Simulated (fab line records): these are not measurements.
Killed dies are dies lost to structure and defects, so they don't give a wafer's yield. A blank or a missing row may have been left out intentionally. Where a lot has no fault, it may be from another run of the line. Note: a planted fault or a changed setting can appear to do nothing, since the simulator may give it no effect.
Which tool did it? || flow n5Finfet || 72 wafers from 24 lots sampled at 3 of the route's 1938 steps

== WHAT THE GAUGES READ, wafer by wafer ==
N5_BEOL_M5_INSPECT_30: inspects for defects (brightfield). Usual: rawDefectCount at 441, with a standard deviation of 110.
{"lot": "L074", "measured": "day 8 00:56", "on": "defectInspect-02", "rawDefectCount": "196 464 324", "flag": ""}
{"lot": "L075", "measured": "day 8 18:32", "on": "defectInspect-02", "rawDefectCount": "459 363 376", "flag": ""}
{"lot": "L077", "measured": "day 9 01:57", "on": "defectInspect-02", "rawDefectCount": "344 234 338", "flag": ""}
{"lot": "L076", "measured": "day 9 02:00", "on": "defectInspect-02", "rawDefectCount": "368 368 314", "flag": ""}
{"lot": "L078", "measured": "day 9 02:03", "on": "defectInspect-01", "rawDefectCount": "587 566 615", "flag": ""}
{"lot": "L079", "measured": "day 9 10:19", "on": "defectInspect-01", "rawDefectCount": "416 470 427", "flag": ""}
{"lot": "L081", "measured": "day 9 13:07", "on": "defectInspect-01", "rawDefectCount": "387 510 429", "flag": ""}
{"lot": "L080", "measured": "day 10 03:00", "on": "defectInspect-01", "rawDefectCount": "348 417 329", "flag": ""}
{"lot": "L082", "measured": "day 10 03:06", "on": "defectInspect-01", "rawDefectCount": "541 553 440", "flag": ""}
{"lot": "L083", "measured": "day 10 08:34", "on": "defectInspect-01", "rawDefectCount": "404 687 539", "flag": ""}
{"lot": "L084", "measured": "day 11 01:12", "on": "defectInspect-01", "rawDefectCount": "484 666 560", "flag": ""}
{"lot": "L085", "measured": "day 11 01:01", "on": "defectInspect-02", "rawDefectCount": "453 539 258", "flag": ""}
{"lot": "L088", "measured": "day 11 06:28", "on": "defectInspect-02", "rawDefectCount": "545 332 354", "flag": ""}
{"lot": "L086", "measured": "day 11 06:53", "on": "defectInspect-01", "rawDefectCount": "569 538 536", "flag": ""}
{"lot": "L087", "measured": "day 11 23:40", "on": "defectInspect-02", "rawDefectCount": "431 419 452", "flag": ""}
{"lot": "L089", "measured": "day 12 05:08", "on": "defectInspect-01", "rawDefectCount": "462 417 649", "flag": ""}
{"lot": "L090", "measured": "day 12 10:37", "on": "defectInspect-01", "rawDefectCount": "463 466 474", "flag": ""}
{"lot": "L091", "measured": "day 12 16:14", "on": "defectInspect-01", "rawDefectCount": "325 431 352", "flag": ""}
{"lot": "L092", "measured": "day 12 16:11", "on": "defectInspect-01", "rawDefectCount": "451 357 384", "flag": ""}
{"lot": "L093", "measured": "day 12 16:24", "on": "defectInspect-02", "rawDefectCount": "452 303 274", "flag": ""}
{"lot": "L094", "measured": "day 13 08:52", "on": "defectInspect-01", "rawDefectCount": "474 493 469", "flag": ""}
{"lot": "L095", "measured": "day 13 15:37", "on": "defectInspect-02", "rawDefectCount": "445 478 490", "flag": ""}
{"lot": "L096", "measured": "day 13 18:39", "on": "defectInspect-01", "rawDefectCount": "499 461 585", "flag": ""}
{"lot": "L097", "measured": "day 13 18:36", "on": "defectInspect-02", "rawDefectCount": "535 404 445", "flag": ""}

== EACH LOT AND THE TOOL THAT RAN IT (in order: tool; ch and the chambers of the sampled wafers; start) ==
{"lot": "L074", "N5_BEOL_M5_CURE_79": "uvCure-03 ch 0, day 7 20:45", "N5_BEOL_M5_PECVD_70": "pecvd-02 ch 1,2, day 7 21:18"}
{"lot": "L075", "N5_BEOL_M5_CURE_79": "uvCure-03 ch 2, day 8 15:35", "N5_BEOL_M5_PECVD_70": "pecvd-02 ch 0,2, day 8 16:08"}
{"lot": "L077", "N5_BEOL_M5_CURE_79": "uvCure-03 ch 0, day 8 22:10", "N5_BEOL_M5_PECVD_70": "pecvd-02 ch 0,1,2, day 8 22:38"}
{"lot": "L076", "N5_BEOL_M5_CURE_79": "uvCure-02 ch 2, day 8 22:44", "N5_BEOL_M5_PECVD_70": "pecvd-01 ch 0,1,2, day 8 23:04"}
{"lot": "L078", "N5_BEOL_M5_CURE_79": "uvCure-02 ch 1, day 8 23:28", "N5_BEOL_M5_PECVD_70": "pecvd-04 ch 0,2, day 9 00:01"}
{"lot": "L079", "N5_BEOL_M5_CURE_79": "uvCure-02 ch 1, day 9 04:23", "N5_BEOL_M5_PECVD_70": "pecvd-04 ch 0,1, day 9 04:56"}
{"lot": "L081", "N5_BEOL_M5_CURE_79": "uvCure-03 ch 0, day 9 08:25", "N5_BEOL_M5_PECVD_70": "pecvd-04 ch 0,1, day 9 08:53"}
{"lot": "L080", "N5_BEOL_M5_CURE_79": "uvCure-03 ch 2, day 9 23:40", "N5_BEOL_M5_PECVD_70": "pecvd-01 ch 0,1, day 10 01:02"}
{"lot": "L082", "N5_BEOL_M5_CURE_79": "uvCure-02 ch 1, day 10 01:03", "N5_BEOL_M5_PECVD_70": "pecvd-01 ch 0,1, day 10 01:28"}
{"lot": "L083", "N5_BEOL_M5_CURE_79": "uvCure-02 ch 1, day 10 03:17", "N5_BEOL_M5_PECVD_70": "pecvd-04 ch 0,1,2, day 10 03:46"}
{"lot": "L084", "N5_BEOL_M5_CURE_79": "uvCure-03 ch 0, day 10 20:52", "N5_BEOL_M5_PECVD_70": "pecvd-01 ch 0,2, day 10 21:20"}
{"lot": "L085", "N5_BEOL_M5_CURE_79": "uvCure-01 ch 0, day 10 21:31", "N5_BEOL_M5_PECVD_70": "pecvd-01 ch 0,1, day 10 22:04"}
{"lot": "L088", "N5_BEOL_M5_CURE_79": "uvCure-03 ch 0, day 11 03:10", "N5_BEOL_M5_PECVD_70": "pecvd-02 ch 0,1,2, day 11 03:29"}
{"lot": "L086", "N5_BEOL_M5_CURE_79": "uvCure-01 ch 1, day 11 03:32", "N5_BEOL_M5_PECVD_70": "pecvd-04 ch 2, day 11 04:01"}
{"lot": "L087", "N5_BEOL_M5_CURE_79": "uvCure-03 ch 0, day 11 21:31", "N5_BEOL_M5_PECVD_70": "pecvd-01 ch 1,2, day 11 22:05"}
{"lot": "L089", "N5_BEOL_M5_CURE_79": "uvCure-01 ch 0, day 11 23:20", "N5_BEOL_M5_PECVD_70": "pecvd-01 ch 0,1, day 11 23:53"}
{"lot": "L090", "N5_BEOL_M5_CURE_79": "uvCure-01 ch 0, day 12 05:55", "N5_BEOL_M5_PECVD_70": "pecvd-04 ch 0,1,2, day 12 06:14"}
{"lot": "L091", "N5_BEOL_M5_CURE_79": "uvCure-01 ch 2, day 12 07:46", "N5_BEOL_M5_PECVD_70": "pecvd-04 ch 0,2, day 12 08:14"}
{"lot": "L092", "N5_BEOL_M5_CURE_79": "uvCure-01 ch 2, day 12 11:25", "N5_BEOL_M5_PECVD_70": "pecvd-01 ch 0,1,2, day 12 11:58"}
{"lot": "L093", "N5_BEOL_M5_CURE_79": "uvCure-03 ch 1, day 12 11:38", "N5_BEOL_M5_PECVD_70": "pecvd-02 ch 0,2, day 12 12:06"}
{"lot": "L094", "N5_BEOL_M5_CURE_79": "uvCure-03 ch 1, day 13 05:03", "N5_BEOL_M5_PECVD_70": "pecvd-04 ch 0,1,2, day 13 06:05"}
{"lot": "L095", "N5_BEOL_M5_CURE_79": "uvCure-03 ch 2, day 13 09:22", "N5_BEOL_M5_PECVD_70": "pecvd-04 ch 1,2, day 13 10:14"}
{"lot": "L096", "N5_BEOL_M5_CURE_79": "uvCure-01 ch 1, day 13 13:38", "N5_BEOL_M5_PECVD_70": "pecvd-02 ch 0,1, day 13 14:06"}
{"lot": "L097", "N5_BEOL_M5_CURE_79": "uvCure-01 ch 2, day 13 14:38", "N5_BEOL_M5_PECVD_70": "pecvd-02 ch 1,2, day 13 15:02"}
- N5_BEOL_M5_CURE_79: cures SiCOH lowk, time 240 s.
- N5_BEOL_M5_PECVD_70: deposits SiO2 from TEOS/O2, target thk 16 nm, time 18 s.

== WHAT THE TOOLS THEMSELVES READ (means of the sampled wafers that have a number; where no wafer has one, the mark that the record gives instead) ==
N5_BEOL_M5_CURE_79. Usual: lampPowerPct 52.32 %, standard deviation 0.053; wafer_temp_C_max 387.0, standard deviation 0.74.
{"lot": "L074", "tool": "uvCure-03", "lampPowerPct (%)": 52.36, "wafer_temp_C_max": 386.9, "flag": ""}
{"lot": "L075", "tool": "uvCure-03", "lampPowerPct (%)": 52.35, "wafer_temp_C_max": 386.7, "flag": ""}
{"lot": "L077", "tool": "uvCure-03", "lampPowerPct (%)": 52.28, "wafer_temp_C_max": 387.0, "flag": ""}
{"lot": "L076", "tool": "uvCure-02", "lampPowerPct (%)": 52.33, "wafer_temp_C_max": 386.0, "flag": ""}
{"lot": "L078", "tool": "uvCure-02", "lampPowerPct (%)": 52.29, "wafer_temp_C_max": 387.6, "flag": ""}
{"lot": "L079", "tool": "uvCure-02", "lampPowerPct (%)": 52.31, "wafer_temp_C_max": 388.6, "flag": ""}
{"lot": "L081", "tool": "uvCure-03", "lampPowerPct (%)": 52.28, "wafer_temp_C_max": 386.9, "flag": ""}
{"lot": "L080", "tool": "uvCure-03", "lampPowerPct (%)": 52.32, "wafer_temp_C_max": 386.9, "flag": ""}
{"lot": "L082", "tool": "uvCure-02", "lampPowerPct (%)": 52.34, "wafer_temp_C_max": 388.3, "flag": ""}
{"lot": "L083", "tool": "uvCure-02", "lampPowerPct (%)": 52.31, "wafer_temp_C_max": 387.6, "flag": ""}
{"lot": "L084", "tool": "uvCure-03", "lampPowerPct (%)": 52.33, "wafer_temp_C_max": 386.9, "flag": ""}
{"lot": "L085", "tool": "uvCure-01", "lampPowerPct (%)": 52.29, "wafer_temp_C_max": 386.3, "flag": ""}
{"lot": "L088", "tool": "uvCure-03", "lampPowerPct (%)": 52.32, "wafer_temp_C_max": 386.8, "flag": ""}
{"lot": "L086", "tool": "uvCure-01", "lampPowerPct (%)": 52.37, "wafer_temp_C_max": 387.5, "flag": ""}
{"lot": "L087", "tool": "uvCure-03", "lampPowerPct (%)": 52.29, "wafer_temp_C_max": 387.3, "flag": ""}
{"lot": "L089", "tool": "uvCure-01", "lampPowerPct (%)": 52.24, "wafer_temp_C_max": 386.3, "flag": ""}
{"lot": "L090", "tool": "uvCure-01", "lampPowerPct (%)": 52.32, "wafer_temp_C_max": 386.5, "flag": ""}
{"lot": "L091", "tool": "uvCure-01", "lampPowerPct (%)": 52.35, "wafer_temp_C_max": 385.9, "flag": ""}
{"lot": "L092", "tool": "uvCure-01", "lampPowerPct (%)": 52.38, "wafer_temp_C_max": 386.0, "flag": ""}
{"lot": "L093", "tool": "uvCure-03", "lampPowerPct (%)": 52.35, "wafer_temp_C_max": 386.8, "flag": ""}
{"lot": "L094", "tool": "uvCure-03", "lampPowerPct (%)": 52.37, "wafer_temp_C_max": 386.9, "flag": ""}
{"lot": "L095", "tool": "uvCure-03", "lampPowerPct (%)": 52.29, "wafer_temp_C_max": 386.5, "flag": ""}
{"lot": "L096", "tool": "uvCure-01", "lampPowerPct (%)": 52.35, "wafer_temp_C_max": 388.0, "flag": ""}
{"lot": "L097", "tool": "uvCure-01", "lampPowerPct (%)": 52.31, "wafer_temp_C_max": 386.1, "flag": ""}

N5_BEOL_M5_PECVD_70. Usual: heaterPowerW 667 W, standard deviation 82; showerheadPlenumPTorr 8.81 Torr, standard deviation 0.085; throttleValvePct 22.3 %, standard deviation 1.5.
{"lot": "L074", "tool": "pecvd-02", "heaterPowerW (W)": 646, "showerheadPlenumPTorr (Torr)": 8.83, "throttleValvePct (%)": 23.9, "flag": ""}
{"lot": "L075", "tool": "pecvd-02", "heaterPowerW (W)": 638, "showerheadPlenumPTorr (Torr)": 8.78, "throttleValvePct (%)": 21.0, "flag": ""}
{"lot": "L077", "tool": "pecvd-02", "heaterPowerW (W)": 646, "showerheadPlenumPTorr (Torr)": 8.81, "throttleValvePct (%)": 22.6, "flag": ""}
{"lot": "L076", "tool": "pecvd-01", "heaterPowerW (W)": 729, "showerheadPlenumPTorr (Torr)": 8.81, "throttleValvePct (%)": 23.6, "flag": ""}
{"lot": "L078", "tool": "pecvd-04", "heaterPowerW (W)": 677, "showerheadPlenumPTorr (Torr)": 8.75, "throttleValvePct (%)": 21.4, "flag": ""}
{"lot": "L079", "tool": "pecvd-04", "heaterPowerW (W)": 692, "showerheadPlenumPTorr (Torr)": 8.76, "throttleValvePct (%)": 21.5, "flag": ""}
{"lot": "L081", "tool": "pecvd-04", "heaterPowerW (W)": 631, "showerheadPlenumPTorr (Torr)": 8.81, "throttleValvePct (%)": 21.8, "flag": ""}
{"lot": "L080", "tool": "pecvd-01", "heaterPowerW (W)": 698, "showerheadPlenumPTorr (Torr)": 8.89, "throttleValvePct (%)": 22.7, "flag": ""}
{"lot": "L082", "tool": "pecvd-01", "heaterPowerW (W)": 789, "showerheadPlenumPTorr (Torr)": 8.86, "throttleValvePct (%)": 23.5, "flag": ""}
{"lot": "L083", "tool": "pecvd-04", "heaterPowerW (W)": 651, "showerheadPlenumPTorr (Torr)": 8.78, "throttleValvePct (%)": 21.8, "flag": ""}
{"lot": "L084", "tool": "pecvd-01", "heaterPowerW (W)": 730, "showerheadPlenumPTorr (Torr)": 8.73, "throttleValvePct (%)": 20.9, "flag": ""}
{"lot": "L085", "tool": "pecvd-01", "heaterPowerW (W)": 748, "showerheadPlenumPTorr (Torr)": 8.89, "throttleValvePct (%)": 22.7, "flag": ""}
{"lot": "L088", "tool": "pecvd-02", "heaterPowerW (W)": 641, "showerheadPlenumPTorr (Torr)": 8.81, "throttleValvePct (%)": 22.6, "flag": ""}
{"lot": "L086", "tool": "pecvd-04", "heaterPowerW (W)": 534, "showerheadPlenumPTorr (Torr)": 8.82, "throttleValvePct (%)": 22.4, "flag": ""}
{"lot": "L087", "tool": "pecvd-01", "heaterPowerW (W)": 707, "showerheadPlenumPTorr (Torr)": 8.71, "throttleValvePct (%)": 21.6, "flag": ""}
{"lot": "L089", "tool": "pecvd-01", "heaterPowerW (W)": 699, "showerheadPlenumPTorr (Torr)": 8.90, "throttleValvePct (%)": 22.7, "flag": ""}
{"lot": "L090", "tool": "pecvd-04", "heaterPowerW (W)": 593, "showerheadPlenumPTorr (Torr)": 8.79, "throttleValvePct (%)": 21.8, "flag": ""}
{"lot": "L091", "tool": "pecvd-04", "heaterPowerW (W)": 672, "showerheadPlenumPTorr (Torr)": 8.76, "throttleValvePct (%)": 21.5, "flag": ""}
{"lot": "L092", "tool": "pecvd-01", "heaterPowerW (W)": 732, "showerheadPlenumPTorr (Torr)": 8.81, "throttleValvePct (%)": 22.1, "flag": ""}
{"lot": "L093", "tool": "pecvd-02", "heaterPowerW (W)": 695, "showerheadPlenumPTorr (Torr)": 8.78, "throttleValvePct (%)": 21.1, "flag": ""}
{"lot": "L094", "tool": "pecvd-04", "heaterPowerW (W)": 652, "showerheadPlenumPTorr (Torr)": 8.79, "throttleValvePct (%)": 22.0, "flag": ""}
{"lot": "L095", "tool": "pecvd-04", "heaterPowerW (W)": 583, "showerheadPlenumPTorr (Torr)": 8.81, "throttleValvePct (%)": 22.5, "flag": ""}
{"lot": "L096", "tool": "pecvd-02", "heaterPowerW (W)": 545, "showerheadPlenumPTorr (Torr)": 8.86, "throttleValvePct (%)": 23.8, "flag": ""}
{"lot": "L097", "tool": "pecvd-02", "heaterPowerW (W)": 566, "showerheadPlenumPTorr (Torr)": 8.85, "throttleValvePct (%)": 24.1, "flag": ""}

== THE ANSWER, worked out from the rows above alone ==
Rule: a lot is off if the mean of its wafers that have a number lies more than 3 standard deviations from the usual mean. Also off: a lot with no number at a reading for which 4 or more lots have one. Any other lot the step has rows for is counted as sound. Order of review: gauges by route order, followed by the tools' own readings, for which a lot's mean as printed above is used. At the first step where some lot is off, the reading lying furthest off is the one used; lots without a number count as furthest.
No lot is off at any reading shown: from this, nothing can be told.

== WHAT THE SIMULATOR HAD PUT IN ==
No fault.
